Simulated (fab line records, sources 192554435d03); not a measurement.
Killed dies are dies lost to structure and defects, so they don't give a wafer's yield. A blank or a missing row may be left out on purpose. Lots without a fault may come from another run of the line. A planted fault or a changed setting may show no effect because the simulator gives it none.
Split-lot experiment | flow n5_finfet | 7 lots, 39 wafers read, on a route of 1938 steps

THE SPLIT
At N5_BEOL_M1_ETCH_70 (etches SOC in N2/H2, target depth 80 nm, overetch 16 nm, time 120 s), the setting time_s was moved away from the recipe's 120 s on 12 of the 39 wafers read, by -56.3% to +30.8%. The other wafers ran this setting at the recipe's value.

The reading is taken at the split's own step.

THE READING
SiARC_of_BEOL_M1_COAT_68.thk_nm (the simulator's own value, which no gauge read), in nm, at N5_BEOL_M1_ETCH_70 (etches SOC in N2/H2, target depth 80 nm, overetch 16 nm, time 120 s). The file gives no usual value for it. The 27 wafers here that ran the recipe average 6.3 nm, standard deviation 0.21 nm.

wafer  | tool, chamber at the split | time_s as run, s | against the recipe | SiARC_of_BEOL_M1_COAT_68.thk_nm, nm | against lot-mates on the recipe
L075.1 | rie_diel-04, 2             | 120              | recipe             | 6.6                                 | -
L075.2 | rie_diel-04, 1             | 120              | recipe             | 6.4                                 | -
L075.3 | rie_diel-04, 0             | 120              | recipe             | 6.4                                 | -
L075.4 | rie_diel-04, 3             | 120              | recipe             | 6.6                                 | -
L075.5 | rie_diel-04, 3             | 120              | recipe             | 6.6                                 | -
L075.6 | rie_diel-04, 0             | 120              | recipe             | 6.4                                 | -
L077.1 | rie_diel-02, 0             | 120              | recipe             | 6.4                                 | -
L077.2 | rie_diel-02, 3             | 120              | recipe             | 6                                   | -
L077.5 | rie_diel-02, 2             | 120              | recipe             | 6.2                                 | -
L081.1 | rie_diel-02, 2             | 68.47            | -42.9%             | 8.8                                 | +2.5
L081.2 | rie_diel-02, 1             | 120              | recipe             | 6.6                                 | -
L081.3 | rie_diel-02, 3             | 68.47            | -42.9%             | 8.6                                 | +2.3
L081.4 | rie_diel-02, 3             | 120              | recipe             | 6                                   | -
L081.5 | rie_diel-02, 2             | 120              | recipe             | 6.4                                 | -
L081.6 | rie_diel-02, 1             | 68.47            | -42.9%             | 9                                   | +2.7
L082.1 | rie_diel-03, 3             | 157              | +30.8%             | 5                                   | -1.2
L082.2 | rie_diel-03, 1             | 120              | recipe             | 6.2                                 | -
L082.3 | rie_diel-03, 0             | 120              | recipe             | 6.2                                 | -
L082.4 | rie_diel-03, 2             | 157              | +30.8%             | 4.6                                 | -1.6
L082.5 | rie_diel-03, 1             | 157              | +30.8%             | 4.4                                 | -1.8
L082.6 | rie_diel-03, 0             | 120              | recipe             | 6.2                                 | -
L085.1 | rie_diel-02, 2             | 120              | recipe             | 6.2                                 | -
L085.2 | rie_diel-02, 3             | 120              | recipe             | 6                                   | -
L085.3 | rie_diel-02, 1             | 120              | recipe             | 6.6                                 | -
L085.4 | rie_diel-02, 1             | 120              | recipe             | 6.6                                 | -
L085.5 | rie_diel-02, 2             | 120              | recipe             | 6.2                                 | -
L085.6 | rie_diel-02, 3             | 120              | recipe             | 6                                   | -
L087.1 | rie_diel-03, 3             | 52.46            | -56.3%             | 9.6                                 | +3.3
L087.2 | rie_diel-03, 1             | 52.46            | -56.3%             | 9.4                                 | +3.1
L087.6 | rie_diel-03, 1             | 52.46            | -56.3%             | 9.4                                 | +3.1
L087.3 | rie_diel-03, 2             | 120              | recipe             | 6.4                                 | -
L087.4 | rie_diel-03, 0             | 120              | recipe             | 6.2                                 | -
L087.5 | rie_diel-03, 0             | 120              | recipe             | 6.2                                 | -
L093.1 | rie_diel-02, 1             | 120              | recipe             | 6.2                                 | -
L093.2 | rie_diel-02, 3             | 120              | recipe             | 6                                   | -
L093.3 | rie_diel-02, 0             | 83.61            | -30.3%             | 8.2                                 | +2.1
L093.4 | rie_diel-02, 2             | 120              | recipe             | 6.2                                 | -
L093.5 | rie_diel-02, 2             | 83.61            | -30.3%             | 8                                   | +1.9
L093.6 | rie_diel-02, 3             | 83.61            | -30.3%             | 7.8                                 | +1.7

THE FIT
A straight line over all 39 wafers: SiARC_of_BEOL_M1_COAT_68.thk_nm changes by -0.0561 nm for each +1% of time_s; r = -0.99; the points scatter about the line by 0.21 nm.
The same after taking each lot's own level away (the mean of its wafers on the recipe; 39 wafers): -0.0562 nm for each +1%; r = -0.99; scatter 0.19 nm.
On that fit, the largest move of time_s shifts the reading by 3.2 nm.
The lots' own levels span 6.13 to 6.50 nm, that is 1.8 times the standard deviation above.
So the lot-to-lot level changes the slope little: the two slopes agree.
Check: with one of the wafers moved furthest among these (-56.3%) left out of the fit, the line predicts +3.17 nm for it against its lot-mates. It came out at +3.33 nm against them.

OTHER SPLITS ON THESE WAFERS
These wafers also went through other splits before the reading. Each is held against what the fit with the lots' levels taken away leaves over:
other split on the same wafers | wafers away from the commonest value | r with SiARC_of_BEOL_M1_COAT_68.thk_nm (lot level and that fit taken away)
N5_BEOL_M0_SAQP_ETCH_84 time_s | 12                                   | +0.20

THE WHOLE CHAIN: every reading that the file lists as answering this split, in the file's order
step               | what it does                                                        | reading                                                                          | change (the file's fit)                                                              | r (the file's)
N5_BEOL_M1_ETCH_70 | etches SOC in N2/H2, target depth 80 nm, overetch 16 nm, time 120 s | etch.depth_nm (the simulator's own value, which no gauge read)                   | not straight: 42.28 at the lowest setting, 60.03 at the recipe, 59.95 at the highest | not given
N5_BEOL_M1_ETCH_70 | etches SOC in N2/H2, target depth 80 nm, overetch 16 nm, time 120 s | SiARC_of_BEOL_M1_COAT_68.thk_nm (the simulator's own value, which no gauge read) | -0.0567 nm for each +1% of the setting                                               | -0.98

THE FILE'S OWN FIT
SiARC_of_BEOL_M1_COAT_68.thk_nm changes by -0.0567 nm for each +1% of time_s, r = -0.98.
